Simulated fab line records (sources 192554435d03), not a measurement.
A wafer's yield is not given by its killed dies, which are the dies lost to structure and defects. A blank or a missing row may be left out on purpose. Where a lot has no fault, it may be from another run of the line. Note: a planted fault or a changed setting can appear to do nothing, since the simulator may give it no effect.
Problem report in the 8D (eight disciplines) form, filled by code :: flow n5Finfet :: the parts of the form that need people (team, actions taken, sign-off) are left out

## 1. WHAT WENT WRONG
At N5_PASSIVATION_PROBE_49, killedAtContacts averages 294 over 3 wafers from 2 lots, while fault-free wafers read 12, standard deviation 6.3. That puts it +45 standard deviations away from the usual mean.
First seen on wafer L911.2, day 14 13:23, on prober-02. Wafers with a number at this step in the record: 24, from 8 lots. By rule, "out" or "out of limits" means more than 4 standard deviations away from the usual mean. All remaining wafers that have a number are taken as sound.

## 2. WHAT IT IS, AND WHAT IT ISN'T
question: which readings at this step
is: killedAtContacts, defectLimitedYield, killedDies, killedOnRim, sort_bin_5_function, sort_bin_6_memory, sortNPass, sortYieldPct
is not: killed_at_M0_to_M3, killed_at_M4_up, killedAtFrontEnd, killedAtOther, killedShort, sort_bin_4_leakage

question: which lots
is: L911, L914
is not: L916, L919, L920, L923, L924, L926

question: which wafers of those lots
is: L911.2, L914.3, L914.6
is not: L911.4, L911.6, L914.5

question: read on which tools
is: prober-02
is not: prober-01

question: when
is: from day 14 13:23
is not: up to then (0 sound wafers); but 21 sound wafers of L911, L914, L916, L919, L920, L923, L924, L926 came after

## 3. WHAT RULES OUT EACH SUSPECT
Counting: if a tool at a process step up to the reading ran every lot that is out, it stays a suspect. Sound lots after the first of them don't rule it out here, since some wafers of a struck lot are sound.
- cmp-04 at N5_MOL_CONTACT_COAG_CMP_23 (polishes, stops on SiO2, t overpolish 1.5 s, target thk 0 nm): kept. It ran every lot that is out, first L911 (day 7 08:20).
- pvdSputter-01 at N5_PASSIVATION_DEGAS_18 (time 60 s): kept. It ran every lot that is out, first L911 (day 14 07:18).
- rieDiel-06 at N5_PASSIVATION_STRIP_48 (strips in O2): kept. It ran every lot that is out, first L911 (day 14 10:50).
- prober-02 at N5_PASSIVATION_PROBE_49: kept. It ran every lot that is out, first L911 (day 14 13:23). On those wafers its own readings are out: defectLimitedYield, killedAtContacts, killedDies, killedOnRim, sort_bin_5_function, sort_bin_6_memory, sortNPass, sortYieldPct.
- In cmp-04 at N5_MOL_CONTACT_COAG_CMP_23, the wafers that are out were processed in chamber 2 and their sound lot-mates in chambers 0, 1.
Left after counting: cmp-04 at N5_MOL_CONTACT_COAG_CMP_23, pvdSputter-01 at N5_PASSIVATION_DEGAS_18, rieDiel-06 at N5_PASSIVATION_STRIP_48, prober-02 at N5_PASSIVATION_PROBE_49.

## 4. THE CAUSE (what the simulator had put in)
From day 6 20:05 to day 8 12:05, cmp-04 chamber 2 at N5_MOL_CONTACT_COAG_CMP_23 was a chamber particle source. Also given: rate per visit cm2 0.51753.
Counting leaves 4 suspects; this tool is one of them.

## 5. THE CHAIN OF EFFECTS, in route order
Each row: a reading where the mean over the struck wafers with a number is more than 3 standard deviations away from the usual. Scope: only readings with a usual standard deviation given in the record; hours: median across lots of the time from each lot's start at the first step in this table that gives one to its start at this step; sigmas: change in usual standard deviations.
hours: 0
step: N5_PASSIVATION_PROBE_49
reading: defectLimitedYield
usual: 91.2 %
on struck wafers: 68.6
change: -22.6
sigmas: -16

hours: 0
step: N5_PASSIVATION_PROBE_49
reading: killedAtContacts
usual: 12
on struck wafers: 294
change: +282
sigmas: +45

hours: 0
step: N5_PASSIVATION_PROBE_49
reading: killedDies
usual: 104
on struck wafers: 370
change: +266
sigmas: +16

hours: 0
step: N5_PASSIVATION_PROBE_49
reading: killedOnRim
usual: 14
on struck wafers: 48
change: +34
sigmas: +8.9

hours: 0
step: N5_PASSIVATION_PROBE_49
reading: sort_bin_5_function
usual: 5.2 %
on struck wafers: 19.2
change: +14.0
sigmas: +15

hours: 0
step: N5_PASSIVATION_PROBE_49
reading: sort_bin_6_memory
usual: 3.2 %
on struck wafers: 9.7
change: +6.5
sigmas: +10

hours: 0
step: N5_PASSIVATION_PROBE_49
reading: sortNPass
usual: 1075
on struck wafers: 810
change: -265
sigmas: -17

hours: 0
step: N5_PASSIVATION_PROBE_49
reading: sortYieldPct
usual: 91.1 %
on struck wafers: 68.6
change: -22.5
sigmas: -16
It contains these process steps:
- N5_PASSIVATION_PROBE_49

## 6. WHAT WOULD HAVE CAUGHT IT SOONER
In this record no reading fell out of limits until day 14 13:23, 185 hours after the fault had begun at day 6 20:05.
Of the tool readings at N5_MOL_CONTACT_COAG_CMP_23 for which the record gives a usual standard deviation, none was out on any struck wafer, so an alarm limit of 4 standard deviations on them would not have fired.
Lots out: 2; all had begun N5_MOL_CONTACT_COAG_CMP_23 on cmp-04 by day 14 13:23. None of them would have been spared by holding the tool at that moment.
